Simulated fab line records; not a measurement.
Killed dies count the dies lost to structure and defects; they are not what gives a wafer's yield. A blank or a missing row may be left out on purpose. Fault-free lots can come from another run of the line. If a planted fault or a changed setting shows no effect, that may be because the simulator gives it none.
fab line records	flow nand-harc
record lots=24	wafers=72	last-day=33
route steps=1302 shown P_BONDPAD@371 A_CHANNEL_HOLE_D1@467 A_CHANNEL_FILL_D1@494 A_ONON_D2@559 A_CHANNEL_FILL_D2@621
lots with no fault: from the same line, run without faults
start-h: the number of hours between the record's first day and the start of the first shown wafer of the lot	wait-h: hours from the lot's prior step to this one	" unchanged from the row above	L1.1+2: one row covering several wafers at once	- no value, or no start given	* or withheld: withheld	< > ~ a bound
route shown NAME@n: NAME is a module with steps in the file, n the number in the route of the first one	usual: average and standard deviation across the fault-free wafers	same: alike in all rows	chamber/n: place in a boat	sites: readings site by site	_std_site: the values' standard deviation	_edge_site: outer sites' mean less inner sites'	radius-mm: for every site, how far away it sits from the centre of the wafer	mask NAME#n: copy n	behind: tool/chamber where the wafer was last shaped	hold: the reason the lot was held/the length of the hold in hours/how it ended	device: the n, p or np transistor that did not switch	end of line: at the end of the route, the tests of the same wafers	where a step has no rows: the recipe by itself	killed: the dies lost at the first sort to structure and to defects; this is not the yield of the wafer	map: shows each die of a wafer: x if killed, . if not, _ if none is there
set.NAME: the run value of the setting; set.NAME@STEP: its run value at that earlier step	model.NAME: the simulator's own value behind a step, which no gauge read
a sample of lots followed through the steps of the route, with each step as a table and each wafer as a row
services: when a tool's chamber went out of use (start-h, in hours from the record's first day, below 0 if earlier), for how many hours, and the reason
## steps
# step NHARC_P_BONDPAD_STRIP_15
# recipe o2-flow-sccm=500	ar-flow-sccm=0	bias-w=0	chemistry=O2
# usual drypump-motor-current-A=5.9/0.41	oes-product-au=1.004/0.015	rf-vpp-V=57.8/0.87	showerhead-plenum-p-Torr=3.52/0.14	throttle-valve-pct=17.037/0.0093
lot.wafer	tool	chamber	start-h	wait-h	drypump-motor-current-A	oes-product-au	rf-hours-counter-h	rf-vpp-V	showerhead-plenum-p-Torr	throttle-valve-pct
L074.1	rie-diel-02	0	139.19	0.1	6.0	0.994	3.1	57.6	3.49	17.038
L074.2	"	1	"	"	5.8	1.015	2.9	57.9	3.37	17.020
L074.5	"	3	"	"	5.7	1.012	-	58.5	3.61	17.038
L075.2	rie-diel-11	1	142.34	0.1	6.2	0.991	2.6	58.1	3.42	17.043
L075.1	"	2	"	"	6.0	1.024	2.1	59.2	3.79	17.046
L075.5	"	1	"	"	6.1	0.995	-	57.9	3.42	17.016
L076.1	rie-diel-11	1	154.20	0.1	6.1	1.004	3.5	57.4	3.42	17.030
L076.3	"	3	"	"	5.2	0.994	3.2	56.9	3.75	17.024
L076.6	"	1	"	"	6.2	1.001	-	57.4	3.42	17.032
L077.1	rie-diel-02	2	165.59	0.1	6.4	1.011	3.5	57.3	3.35	17.044
L077.2	"	1	"	"	5.8	1.018	3.6	57.8	3.37	17.037
L077.5	"	3	"	"	5.7	1.015	-	59.7	3.61	17.042
L078.4	rie-diel-11	0	177.40	0.1	6.7	1.032	3.5	58.4	3.65	17.033
L078.5	"	1	"	"	6.1	0.997	-	56.9	3.42	17.031
L078.6	"	2	"	"	6.0	1.013	-	59.3	3.79	17.043
L079.3	rie-diel-11	0	182.50	0.1	6.7	1.016	3.8	59.2	3.65	17.031
L079.4	"	3	"	"	5.2	0.993	3.8	56.6	3.75	17.019
L079.6	"	0	"	"	6.6	1.016	-	58.3	3.65	17.025
L080.4	rie-diel-11	1	199.91	0.1	6.1	0.992	5.3	57.8	3.42	17.040
L080.2	"	0	"	"	6.7	1.034	5.2	58.4	3.65	17.051
L080.5	"	1	"	"	6.1	0.998	-	55.3	3.41	17.046
L081.2	rie-diel-02	2	211.19	0.1	6.4	1.008	4.6	58.0	3.35	17.029
L081.4	"	3	"	"	5.7	1.007	5.1	58.6	3.60	17.041
L081.5	"	1	"	"	5.8	1.000	-	58.7	3.37	17.052
L082.4	rie-diel-02	1	215.77	0.1	5.8	0.995	4.7	57.3	3.37	17.041
L082.2	"	2	"	"	6.4	1.008	4.7	56.5	3.35	17.025
L082.6	"	0	"	"	6.0	0.982	-	58.1	3.48	17.042
L083.3	rie-diel-11	1	233.21	0.1	6.1	1.001	7.7	58.5	3.41	17.041
L083.2	"	2	"	"	6.0	1.024	5.0	59.5	3.79	17.035
L083.5	"	1	"	"	6.1	1.010	-	56.6	3.41	17.036
L084.3	rie-diel-02	2	237.28	0.1	6.4	1.005	0.6	58.4	3.35	17.034
L084.2	"	3	"	"	5.7	0.991	0.5	58.1	3.60	17.047
L084.1	"	0	"	"	6.0	0.990	0.3	57.3	3.48	17.035
L085.1	rie-diel-11	0	241.08	0.1	6.7	1.022	7.7	59.2	3.65	17.034
L085.3	"	3	"	"	5.1	0.992	7.4	57.4	3.75	17.047
L085.6	"	0	"	"	6.7	1.043	-	58.4	3.65	17.039
L086.4	rie-diel-11	1	252.61	0.1	6.1	0.983	9.1	57.6	3.41	17.042
L086.2	"	3	"	"	5.1	0.989	8.5	57.7	3.75	17.039
L086.6	"	1	"	"	6.1	0.993	-	57.6	3.41	17.034
L087.2	rie-diel-12	1	263.90	0.1	5.8	1.011	8.8	57.5	3.43	17.023
L087.1	"	3	"	"	5.1	1.001	8.9	56.7	3.64	17.042
L087.6	"	0	"	"	5.9	1.002	-	57.8	3.44	17.041
L089.4	rie-diel-12	3	282.58	0.1	5.1	0.970	0.1	57.2	3.64	17.018
L089.2	"	0	"	"	6.0	1.001	0.1	56.6	3.44	17.029
L089.5	"	2	"	"	5.6	0.995	-	59.3	3.49	17.026
L088.3	rie-diel-12	2	285.11	0.1	5.6	1.008	0.3	57.9	3.49	17.032
L088.5	"	1	"	"	5.8	1.018	-	58.7	3.43	17.041
L088.6	"	2	"	"	5.6	0.997	-	57.0	3.49	17.041
L090.1	rie-diel-11	0	302.52	0.1	6.7	0.999	2.2	58.5	3.64	17.030
L090.2	"	1	"	"	6.1	0.998	1.3	58.1	3.41	17.044
L090.3	"	3	"	"	5.1	0.987	1.8	58.9	3.75	17.045
L091.3	rie-diel-02	1	304.84	0.1	5.7	0.998	2.3	57.8	3.37	17.037
L091.2	"	0	"	"	6.1	1.005	2.1	58.8	3.48	17.046
L091.6	"	2	"	"	6.3	1.023	-	57.7	3.35	17.032
L092.1	rie-diel-02	2	314.92	0.1	6.3	1.017	2.9	57.3	3.35	17.039
L092.3	"	3	"	"	5.7	1.007	2.6	58.0	3.60	17.042
L092.5	"	0	"	"	5.9	1.012	-	58.8	3.48	17.037
L093.3	rie-diel-02	0	324.43	0.1	6.0	1.004	2.4	57.1	3.48	17.035
L093.5	"	3	"	"	5.7	0.997	-	57.8	3.60	17.051
L093.6	"	0	"	"	6.0	0.998	-	56.3	3.48	17.043
L094.4	rie-diel-12	0	339.53	0.1	5.9	0.995	3.2	57.4	3.44	17.034
L094.1	"	2	"	"	5.6	1.003	5.5	57.8	3.49	17.027
L094.5	"	1	"	"	5.8	1.039	-	58.9	3.43	17.044
L095.1	rie-diel-02	0	343.48	0.1	6.0	0.997	3.1	58.3	3.48	17.042
L095.4	"	2	"	"	6.4	1.021	3.5	57.3	3.35	17.053
L095.5	"	3	"	"	5.7	0.999	-	58.2	3.60	17.042
L096.4	rie-diel-02	2	356.80	0.1	6.4	1.010	4.0	58.7	3.35	17.035
L096.6	"	0	"	"	6.0	1.007	-	58.4	3.48	17.044
L096.5	"	1	"	"	5.8	0.996	-	58.7	3.37	17.023
L097.3	rie-diel-12	1	367.27	0.1	5.8	1.035	6.4	56.7	3.43	17.041
L097.4	"	2	"	"	5.6	0.993	7.6	56.2	3.49	17.041
L097.1	"	3	"	"	5.1	0.970	6.7	57.8	3.64	17.015
# step NHARC_P_BONDPAD_PRE_CLEAN_26
# recipe time-s=30	temp-c=280	gas=H2/He
# usual heater-power-w=411/44
lot.wafer	tool	chamber	start-h	wait-h	heater-power-w
L074.2	pvd-sputter-02	-	-	-	413
L074.1	"	-	"	"	367
L074.5	"	-	"	"	410
L075.1	pvd-sputter-03	-	-	-	428
L075.2	"	-	"	"	382
L075.5	"	-	"	"	423
L076.1	pvd-sputter-02	-	-	-	492
L076.3	"	-	"	"	408
L076.6	"	-	"	"	483
L077.1	pvd-sputter-02	-	-	-	482
L077.2	"	-	"	"	419
L077.5	"	-	"	"	370
L078.4	pvd-sputter-01	-	-	-	407
L078.5	"	-	"	"	434
L078.6	"	-	"	"	404
L079.3	pvd-sputter-02	-	-	-	414
L079.4	"	-	"	"	343
L079.6	"	-	"	"	410
L080.2	pvd-sputter-01	-	-	-	434
L080.4	"	-	"	"	417
L080.5	"	-	"	"	465
L081.2	pvd-sputter-02	-	-	-	482
L081.4	"	-	"	"	368
L081.5	"	-	"	"	413
L082.2	pvd-sputter-01	-	-	-	410
L082.4	"	-	"	"	370
L082.6	"	-	"	"	404
L083.3	pvd-sputter-02	-	-	-	340
L083.2	"	-	"	"	411
L083.5	"	-	"	"	377
L084.3	pvd-sputter-01	-	-	-	393
L084.1	"	-	"	"	454
L084.2	"	-	"	"	348
L085.3	pvd-sputter-03	-	-	-	458
L085.1	"	-	"	"	403
L085.6	"	-	"	"	462
L086.2	pvd-sputter-02	-	-	-	343
L086.4	"	-	"	"	490
L086.6	"	-	"	"	343
L087.1	pvd-sputter-01	-	-	-	468
L087.2	"	-	"	"	353
L087.6	"	-	"	"	398
L089.4	pvd-sputter-01	-	-	-	455
L089.2	"	-	"	"	357
L089.5	"	-	"	"	464
L088.3	pvd-sputter-01	-	-	-	393
L088.6	"	-	"	"	397
L088.5	"	-	"	"	469
L090.1	pvd-sputter-01	-	-	-	431
L090.3	"	-	"	"	466
L090.2	"	-	"	"	358
L091.2	pvd-sputter-01	-	-	-	407
L091.3	"	-	"	"	364
L091.6	"	-	"	"	420
L092.1	pvd-sputter-02	-	-	-	433
L092.3	"	-	"	"	364
L092.5	"	-	"	"	495
L093.3	pvd-sputter-01	-	-	-	457
L093.5	"	-	"	"	421
L093.6	"	-	"	"	400
L094.4	pvd-sputter-03	-	-	-	460
L094.1	"	-	"	"	376
L094.5	"	-	"	"	433
L095.1	pvd-sputter-02	-	-	-	428
L095.4	"	-	"	"	490
L095.5	"	-	"	"	422
L096.4	pvd-sputter-02	-	-	-	433
L096.6	"	-	"	"	435
L096.5	"	-	"	"	372
L097.4	pvd-sputter-03	-	-	-	373
L097.1	"	-	"	"	428
L097.3	"	-	"	"	435
# step NHARC_A_CHANNEL_HOLE_D1_ETCH_39
# recipe target-depth-a=2600	over-etch-frac=0.3	time-s=325	ion-energy-ev=200	n2-flow-sccm=150	h2-flow-sccm=150	ar-flow-sccm=0	rf-w=400	bias-w=150	chemistry=N2/H2
# usual drypump-motor-current-A=5.9/0.45	oes-product-au=0.998/0.012	rf-vpp-V=429.8/2.1	showerhead-plenum-p-Torr=2.01/0.071	throttle-valve-pct=14.172/0.0095
lot.wafer	tool	chamber	start-h	wait-h	drypump-motor-current-A	oes-product-au	rf-hours-counter-h	rf-vpp-V	showerhead-plenum-p-Torr	throttle-valve-pct
L074.1	rie-diel-01	2	-	-	5.3	1.014	46	432.6	2.06	14.174
L074.2	"	0	"	"	6.3	1.019	52	430.0	1.99	14.178
L074.5	"	3	"	"	5.6	1.024	-	430.8	2.03	14.176
L075.1	rie-diel-03	0	-	-	5.7	0.979	6	429.1	1.93	14.167
L075.2	"	1	"	"	6.6	0.983	6	432.9	2.08	14.176
L075.5	"	3	"	"	6.2	0.995	-	430.9	2.04	14.179
L076.3	rie-diel-07	1	-	-	6.3	1.001	29	431.9	2.12	14.185
L076.1	"	3	"	"	5.0	1.005	24	431.7	2.04	14.183
L076.6	"	1	"	"	6.3	1.005	-	432.6	2.12	14.175
L077.1	rie-diel-03	3	-	-	6.2	0.994	8	431.4	2.04	14.174
L077.2	"	1	"	"	6.6	0.986	7	431.6	2.08	14.173
L077.5	"	2	"	"	5.9	1.008	-	428.1	1.92	14.162
L078.4	rie-diel-07	1	-	-	6.3	0.999	33	432.4	2.12	14.169
L078.5	"	2	"	"	6.2	1.007	-	430.4	2.01	14.176
L078.6	"	3	"	"	5.0	1.009	-	431.1	2.04	14.171
L079.3	rie-diel-03	2	-	-	5.9	1.022	9	426.6	1.92	14.175
L079.4	"	0	"	"	5.7	0.990	8	428.2	1.93	14.190
L079.6	"	3	"	"	6.2	0.989	-	429.9	2.04	14.168
L080.4	rie-diel-03	2	-	-	5.9	1.012	11	428.0	1.92	14.178
L080.2	"	1	"	"	6.6	0.985	10	430.2	2.08	14.163
L080.5	"	2	"	"	5.9	1.004	-	426.6	1.92	14.168
L081.4	rie-diel-03	3	-	-	6.2	0.998	13	430.1	2.04	14.181
L081.2	"	1	"	"	6.7	0.995	12	432.0	2.08	14.166
L081.5	"	2	"	"	5.9	1.009	-	429.0	1.92	14.165
L082.2	rie-diel-03	3	-	-	6.2	0.991	13	431.3	2.04	14.155
L082.4	"	0	"	"	5.8	0.990	-	426.4	1.93	14.189
L082.6	"	2	"	"	5.9	1.017	-	427.4	1.92	14.173
L083.2	rie-diel-03	1	-	-	6.7	1.001	13	431.1	2.08	14.185
L083.3	"	2	"	"	5.9	1.013	15	426.8	1.92	14.170
L083.5	"	0	"	"	5.7	0.987	-	428.4	1.93	14.172
L084.3	rie-diel-07	1	-	-	6.3	1.016	50	431.6	2.11	14.175
L084.1	"	2	"	"	6.2	1.006	56	429.0	2.00	14.169
L084.2	"	3	"	"	5.0	1.007	48	429.7	2.03	14.194
L085.1	rie-diel-07	2	-	-	6.2	1.010	57	429.6	2.00	14.158
L085.3	"	0	"	"	5.5	0.997	44	432.2	2.14	14.175
L085.6	"	2	"	"	6.2	1.012	-	428.7	2.00	14.160
L086.2	rie-diel-01	1	-	-	4.8	1.000	34	430.6	2.03	14.166
L086.4	"	2	"	"	5.3	1.002	30	431.9	2.05	14.176
L086.6	"	3	"	"	5.6	1.007	-	429.8	2.01	14.177
L087.1	rie-diel-03	3	-	-	6.2	0.985	1	429.9	2.04	14.178
L087.2	"	0	"	"	5.8	0.991	1	427.2	1.93	14.170
L087.6	"	3	"	"	6.2	0.981	-	429.6	2.04	14.178
L089.4	rie-diel-03	3	-	-	6.2	0.990	2	430.0	2.04	14.190
L089.2	"	0	"	"	5.7	0.992	2	426.0	1.93	14.187
L089.5	"	3	"	"	6.2	0.973	-	432.0	2.04	14.164
L088.3	rie-diel-07	3	-	-	4.9	1.025	7	431.9	2.03	14.162
L088.5	"	0	"	"	5.5	0.995	-	433.8	2.14	14.185
L088.6	"	1	"	"	6.2	1.007	-	433.0	2.10	14.179
L091.2	rie-diel-03	3	-	-	6.2	0.977	4	429.8	2.04	14.168
L091.3	"	1	"	"	6.7	0.999	4	432.1	2.07	14.168
L091.6	"	0	"	"	5.7	1.004	-	427.8	1.93	14.163
L090.3	rie-diel-03	2	-	-	5.9	0.995	4	427.5	1.92	14.169
L090.1	"	3	"	"	6.2	0.971	4	429.5	2.04	14.172
L090.2	"	0	"	"	5.7	1.001	4	426.5	1.93	14.167
L092.3	rie-diel-07	1	-	-	6.2	1.015	26	431.0	2.10	14.172
L092.1	"	2	"	"	6.2	0.999	23	430.3	1.99	14.190
L092.5	"	0	"	"	5.6	0.998	-	433.3	2.13	14.184
L093.3	rie-diel-03	3	-	-	6.2	0.964	6	429.7	2.04	14.172
L093.6	"	0	"	"	5.7	0.993	-	428.4	1.93	14.158
L093.5	"	1	"	"	6.6	0.993	-	430.5	2.07	14.157
L094.4	rie-diel-03	0	-	-	5.7	0.992	8	427.3	1.93	14.184
L094.1	"	2	"	"	5.9	1.008	7	427.3	1.92	14.153
L094.5	"	3	"	"	6.2	0.982	-	429.6	2.04	14.173
L095.4	rie-diel-03	0	-	-	5.7	0.994	8	428.5	1.93	14.151
L095.1	"	2	"	"	5.9	0.996	8	427.0	1.92	14.165
L095.5	"	3	"	"	6.2	0.972	-	430.6	2.04	14.158
L096.6	rie-diel-03	0	-	-	5.7	0.991	-	427.0	1.93	14.176
L096.4	"	1	"	"	6.7	0.991	-	431.6	2.07	14.180
L096.5	"	2	"	"	5.9	1.002	-	426.8	1.92	14.172
L097.3	rie-diel-07	2	-	-	6.2	0.999	40	430.5	1.99	14.168
L097.4	"	3	"	"	5.0	1.002	30	429.1	2.02	14.188
L097.1	"	0	"	"	5.5	0.998	39	433.6	2.13	14.171
# step NHARC_A_CHANNEL_FILL_D1_ALD_14
# recipe target-thk-a=25	pulse-time-s=10	ald-cycles=25	temp-c=300	material=SiO2
# usual heater-power-w=475/48	precursor-pulse-height-rel=1.001/0.022
lot.wafer	tool	chamber	start-h	wait-h	heater-power-w	precursor-pulse-height-rel
L074.2	ald-hk-02	1	194.69	0.0	424	1.013
L074.1	"	3	"	"	521	1.002
L074.5	"	1	"	"	432	1.014
L075.2	ald-hk-03	0	200.58	0.1	485	0.995
L075.1	"	1	"	"	511	0.985
L075.5	"	3	"	"	497	1.013
L076.1	ald-hk-02	0	215.83	0.6	522	0.989
L076.3	"	1	"	"	422	0.975
L076.6	"	3	"	"	521	1.015
L077.2	ald-hk-03	0	228.64	0.1	504	1.005
L077.1	"	2	"	"	384	0.989
L077.5	"	3	"	"	508	1.023
L078.4	ald-hk-01	0	234.48	0.1	498	0.980
L078.6	"	2	"	"	405	1.025
L078.5	"	3	"	"	500	1.013
L079.3	ald-hk-01	2	242.46	0.7	396	0.980
L079.4	"	3	"	"	508	1.043
L079.6	"	2	"	"	405	0.985
L080.4	ald-hk-03	1	259.76	0.0	506	1.020
L080.2	"	2	"	"	370	0.983
L080.5	"	1	"	"	510	1.013
L081.4	ald-hk-02	2	274.38	0.0	487	1.035
L081.2	"	1	"	"	431	1.005
L081.5	"	3	"	"	529	1.031
L082.2	ald-hk-02	0	274.67	0.3	520	1.005
L082.4	"	1	"	"	429	0.989
L082.6	"	3	"	"	524	0.994
L084.1	ald-hk-03	2	293.83	0.0	383	1.030
L084.3	"	3	"	"	497	1.010
L084.2	"	0	"	"	512	0.989
L083.2	ald-hk-01	2	293.88	0.1	408	1.007
L083.3	"	0	"	"	506	1.032
L083.5	"	1	"	"	474	0.972
L085.1	ald-hk-03	1	297.73	0.5	507	1.008
L085.3	"	2	"	"	375	0.989
L085.6	"	1	"	"	511	1.022
L086.2	ald-hk-01	3	313.37	0.1	527	0.974
L086.4	"	0	"	"	472	0.972
L086.6	"	3	"	"	515	0.980
L087.2	ald-hk-01	2	324.01	0.0	398	0.982
L087.1	"	0	"	"	484	0.982
L087.6	"	3	"	"	523	0.994
L089.2	ald-hk-03	1	338.81	0.1	500	0.986
L089.4	"	2	"	"	373	1.027
L089.5	"	1	"	"	517	1.017
L088.3	ald-hk-01	0	342.59	0.2	493	1.032
L088.6	"	1	"	"	460	1.027
L088.5	"	2	"	"	397	1.024
L090.2	ald-hk-03	2	358.91	1.0	379	0.962
L090.1	"	3	"	"	510	1.002
L090.3	"	0	"	"	496	1.027
L091.3	ald-hk-03	0	359.17	1.3	492	1.025
L091.2	"	2	"	"	371	1.046
L091.6	"	3	"	"	507	0.966
L092.1	ald-hk-02	1	371.78	0.0	450	1.006
L092.3	"	2	"	"	499	1.006
L092.5	"	2	"	"	505	0.951
L093.3	ald-hk-01	3	384.99	0.2	533	0.979
L093.5	"	0	"	"	494	0.988
L093.6	"	1	"	"	466	0.960
L094.1	ald-hk-02	1	401.19	0.0	442	1.025
L094.4	"	3	"	"	501	0.996
L094.5	"	2	"	"	490	1.015
L095.4	ald-hk-01	0	405.52	0.1	485	1.019
L095.1	"	2	"	"	410	0.999
L095.5	"	3	"	"	523	1.019
L096.4	ald-hk-01	3	415.39	0.0	522	1.041
L096.5	"	3	"	"	551	1.012
L096.6	"	0	"	"	493	0.970
L097.4	ald-hk-02	0	424.21	0.0	531	1.048
L097.3	"	1	"	"	449	0.997
L097.1	"	3	"	"	496	1.013
# step NHARC_A_ONON_D2_THK_MEAS_21
# recipe thk-meas-gauge=ellipsometry
# usual thk-nm=1000/10
lot.wafer	tool	chamber	start-h	wait-h	thk-nm
L074.1	film-metro-02	-	279.94	-	1004
L074.2	"	-	"	"	1005
L074.5	"	-	"	"	1005
L075.1	film-metro-01	-	295.89	-	1012
L075.2	"	-	"	"	1013
L075.5	"	-	"	"	1010
L076.1	film-metro-01	-	300.47	-	993
L076.3	"	-	"	"	992
L076.6	"	-	"	"	991
L077.1	film-metro-02	-	318.28	-	995
L077.2	"	-	"	"	994
L077.5	"	-	"	"	994
L078.4	film-metro-02	-	323.26	-	980
L078.5	"	-	"	"	981
L078.6	"	-	"	"	979
L079.3	film-metro-02	-	334.23	-	996
L079.4	"	-	"	"	997
L079.6	"	-	"	"	995
L081.2	film-metro-02	-	356.69	-	1001
L081.4	"	-	"	"	1003
L081.5	"	-	"	"	1002
L082.2	film-metro-01	-	356.69	-	1001
L082.4	"	-	"	"	999
L082.6	"	-	"	"	1002
L080.2	film-metro-02	-	356.70	-	998
L080.4	"	-	"	"	997
L080.5	"	-	"	"	997
L083.2	film-metro-01	-	377.68	-	1007
L083.3	"	-	"	"	1006
L083.5	"	-	"	"	1006
L084.1	film-metro-01	-	377.81	-	1001
L084.2	"	-	"	"	1004
L084.3	"	-	"	"	1005
L085.1	film-metro-01	-	390.77	-	1007
L085.3	"	-	"	"	1008
L085.6	"	-	"	"	1006
L086.2	film-metro-02	-	407.91	-	976
L086.4	"	-	"	"	977
L086.6	"	-	"	"	978
L087.1	film-metro-01	-	414.24	-	982
L087.2	"	-	"	"	982
L087.6	"	-	"	"	982
L089.2	film-metro-01	-	426.29	-	1009
L089.4	"	-	"	"	1010
L089.5	"	-	"	"	1010
L090.1	film-metro-02	-	441.45	-	999
L090.2	"	-	"	"	999
L090.3	"	-	"	"	998
L091.2	film-metro-01	-	441.46	-	1004
L091.3	"	-	"	"	1007
L091.6	"	-	"	"	1006
L088.3	film-metro-02	-	441.59	-	997
L088.5	"	-	"	"	999
L088.6	"	-	"	"	1000
L092.1	film-metro-02	-	459.99	-	1004
L092.3	"	-	"	"	1004
L092.5	"	-	"	"	1002
L093.3	film-metro-01	-	473.03	-	991
L093.5	"	-	"	"	992
L093.6	"	-	"	"	990
L094.1	film-metro-02	-	488.32	-	998
L094.4	"	-	"	"	999
L094.5	"	-	"	"	998
L096.4	film-metro-01	-	505.97	-	1014
L096.5	"	-	"	"	1013
L096.6	"	-	"	"	1013
L095.1	film-metro-01	-	506.32	-	1006
L095.4	"	-	"	"	1006
L095.5	"	-	"	"	1006
L097.1	film-metro-01	-	513.33	-	1016
L097.3	"	-	"	"	1017
L097.4	"	-	"	"	1019
# step NHARC_A_CHANNEL_FILL_D2_STRIP_28
# recipe time-s=20	o2-flow-sccm=500	ar-flow-sccm=0	bias-w=0	chemistry=O2
# usual drypump-motor-current-A=5.8/0.49	oes-product-au=1.001/0.013	rf-vpp-V=57.9/0.89	showerhead-plenum-p-Torr=3.53/0.13	throttle-valve-pct=17.036/0.0092
lot.wafer	tool	chamber	start-h	wait-h	drypump-motor-current-A	oes-product-au	rf-hours-counter-h	rf-vpp-V	showerhead-plenum-p-Torr	throttle-valve-pct
L074.2	rie-diel-05	1	317.10	0.1	6.6	1.031	2	58.3	3.46	17.030
L074.1	"	2	"	"	5.7	0.984	2	56.9	3.41	17.045
L074.5	"	3	"	"	5.7	0.993	-	58.1	3.65	17.035
L075.2	rie-diel-06	3	335.87	0.1	6.5	1.015	3	58.4	3.61	17.045
L075.1	"	1	"	"	6.2	1.005	3	59.4	3.71	17.036
L075.5	"	3	"	"	6.5	1.012	-	57.0	3.61	17.026
L076.3	rie-diel-05	1	339.39	0.1	6.6	1.015	2	57.3	3.46	17.042
L076.1	"	2	"	"	5.6	0.994	2	57.2	3.41	17.045
L076.6	"	3	"	"	5.6	1.002	-	58.9	3.65	17.036
L077.1	rie-diel-02	3	359.95	0.1	5.7	1.002	4	58.4	3.60	17.044
L077.2	"	1	"	"	5.8	0.989	4	58.1	3.37	17.020
L077.5	"	2	"	"	6.3	1.012	-	55.7	3.35	17.022
L078.4	rie-diel-05	1	359.95	0.1	6.5	1.027	3	59.3	3.46	17.036
L078.5	"	3	"	"	5.7	0.999	-	59.7	3.65	17.033
L078.6	"	0	"	"	5.0	1.023	-	58.9	3.72	17.030
L079.3	rie-diel-02	2	371.56	0.1	6.3	1.010	4	57.6	3.35	17.032
L079.4	"	0	"	"	6.0	1.001	4	58.1	3.48	17.041
L079.6	"	2	"	"	6.4	1.010	-	57.5	3.35	17.032
L081.4	rie-diel-05	2	393.36	0.1	5.6	0.986	4	57.7	3.41	17.047
L081.2	"	0	"	"	4.9	1.005	3	59.7	3.72	17.022
L081.5	"	2	"	"	5.7	0.990	-	56.7	3.41	17.026
L080.4	rie-diel-02	3	393.40	0.1	5.7	1.002	5	57.4	3.60	17.029
L080.2	"	1	"	"	5.8	0.988	4	57.0	3.37	17.034
L080.5	"	3	"	"	5.7	0.997	-	58.3	3.60	17.027
L082.2	rie-diel-05	0	397.45	0.1	5.0	1.013	3	57.6	3.72	17.031
L082.4	"	1	"	"	6.6	1.035	4	57.2	3.46	17.035
L082.6	"	2	"	"	5.6	0.995	-	58.3	3.41	17.036
L083.2	rie-diel-02	0	426.63	0.1	6.0	0.972	1	56.4	3.48	17.024
L083.3	"	1	"	"	5.8	0.982	1	56.4	3.37	17.028
L083.5	"	0	"	"	6.0	0.967	-	57.4	3.48	17.045
L085.3	rie-diel-05	3	426.64	0.1	5.7	1.016	0	57.5	3.65	17.032
L085.1	"	1	"	"	6.6	0.998	0	58.7	3.46	17.047
L085.6	"	0	"	"	5.0	1.009	-	58.4	3.72	17.038
L084.2	rie-diel-06	0	426.65	0.1	5.0	0.996	18	58.1	3.51	17.042
L084.1	"	2	"	"	5.6	0.981	18	59.6	3.34	17.043
L084.3	"	3	"	"	6.5	1.016	15	57.2	3.60	17.039
L086.4	rie-diel-05	0	446.49	0.1	4.9	1.003	1	57.8	3.72	17.032
L086.2	"	1	"	"	6.6	1.002	1	57.9	3.46	17.040
L086.6	"	0	"	"	5.0	1.008	-	58.1	3.72	17.024
L087.1	rie-diel-02	3	453.93	0.1	5.7	1.015	2	57.3	3.60	17.037
L087.2	"	1	"	"	5.7	0.993	1	57.8	3.37	17.034
L087.6	"	3	"	"	5.7	1.003	-	57.8	3.60	17.050
L089.4	rie-diel-05	0	466.92	0.1	5.0	1.006	2	57.7	3.72	17.039
L089.2	"	1	"	"	6.6	1.003	2	57.9	3.46	17.034
L089.5	"	3	"	"	5.6	1.021	-	58.8	3.65	17.014
L090.3	rie-diel-05	1	482.27	0.1	6.6	1.007	3	58.6	3.46	17.046
L090.2	"	2	"	"	5.7	0.998	2	58.9	3.41	17.037
L090.1	"	3	"	"	5.7	1.034	3	57.8	3.65	17.052
L091.3	rie-diel-02	0	482.28	0.1	6.1	0.978	2	57.2	3.48	17.047
L091.2	"	1	"	"	5.8	0.984	2	56.9	3.37	17.026
L091.6	"	0	"	"	6.0	0.973	-	57.3	3.48	17.051
L088.3	rie-diel-02	3	486.80	0.1	5.7	0.996	2	58.3	3.60	17.039
L088.5	"	0	"	"	6.0	0.966	-	59.2	3.48	17.020
L088.6	"	1	"	"	5.8	0.980	-	56.0	3.37	17.047
L092.3	rie-diel-05	2	498.09	0.1	5.7	0.992	2	58.4	3.41	17.041
L092.1	"	3	"	"	5.6	1.018	4	58.8	3.65	17.042
L092.5	"	3	"	"	5.7	1.015	-	57.7	3.65	17.036
L093.3	rie-diel-02	2	514.40	0.1	6.4	0.993	3	56.8	3.35	17.039
L093.5	"	3	"	"	5.7	1.000	-	58.9	3.60	17.058
L093.6	"	0	"	"	6.0	0.980	-	58.5	3.48	17.033
L094.4	rie-diel-05	2	530.36	0.1	5.6	0.993	3	57.1	3.41	17.034
L094.1	"	3	"	"	5.7	1.016	4	58.2	3.65	17.037
L094.5	"	1	"	"	6.6	0.997	-	57.0	3.45	17.025
L095.4	rie-diel-02	3	544.33	0.1	5.7	1.004	4	57.9	3.60	17.029
L095.1	"	1	"	"	5.8	0.989	4	56.1	3.36	17.033
L095.5	"	3	"	"	5.7	1.001	-	57.9	3.60	17.039
L096.4	rie-diel-05	3	544.34	0.1	5.7	1.012	6	58.8	3.65	17.056
L096.5	"	3	"	"	5.7	1.012	-	58.2	3.65	17.035
L096.6	"	0	"	"	5.0	1.007	-	57.9	3.72	17.045
L097.4	rie-diel-02	0	556.47	0.1	6.1	0.973	4	58.6	3.48	17.027
L097.3	"	1	"	"	5.8	1.002	4	57.5	3.36	17.030
L097.1	"	2	"	"	6.4	1.001	4	57.3	3.35	17.040
## services
tool	chamber	start-h	hours	kind
rie-diel-02	0	129.67	8.1	repair
pvd-sputter-01	-	130.77	4.3	repair
pvd-sputter-01	-	155.04	3.4	repair
rie-diel-05	-	157.01	1.2	repair
rie-diel-05	3	161.42	3.4	repair
pvd-sputter-02	-	163.89	1.7	repair
rie-diel-05	1	170.10	12.5	repair
pvd-sputter-01	-	195.03	0.6	repair
rie-diel-02	1	195.72	2.0	repair
rie-diel-02	-	216.70	9.0	pm
rie-diel-05	-	229.60	9.0	pm
rie-diel-05	-	245.47	2.0	repair
rie-diel-03	1	261.03	3.5	repair
rie-diel-03	-	281.30	9.0	pm
rie-diel-02	3	378.12	4.8	repair
rie-diel-02	-	393.70	9.0	pm
rie-diel-03	3	397.24	11.7	repair
rie-diel-05	-	406.60	9.0	pm
rie-diel-05	2	426.30	6.9	repair
rie-diel-02	-	437.11	0.4	repair
rie-diel-03	-	458.30	9.0	pm
rie-diel-05	1	497.95	4.8	repair
rie-diel-05	0	548.11	2.9	repair
rie-diel-02	1	550.49	4.0	repair
## key
fault none
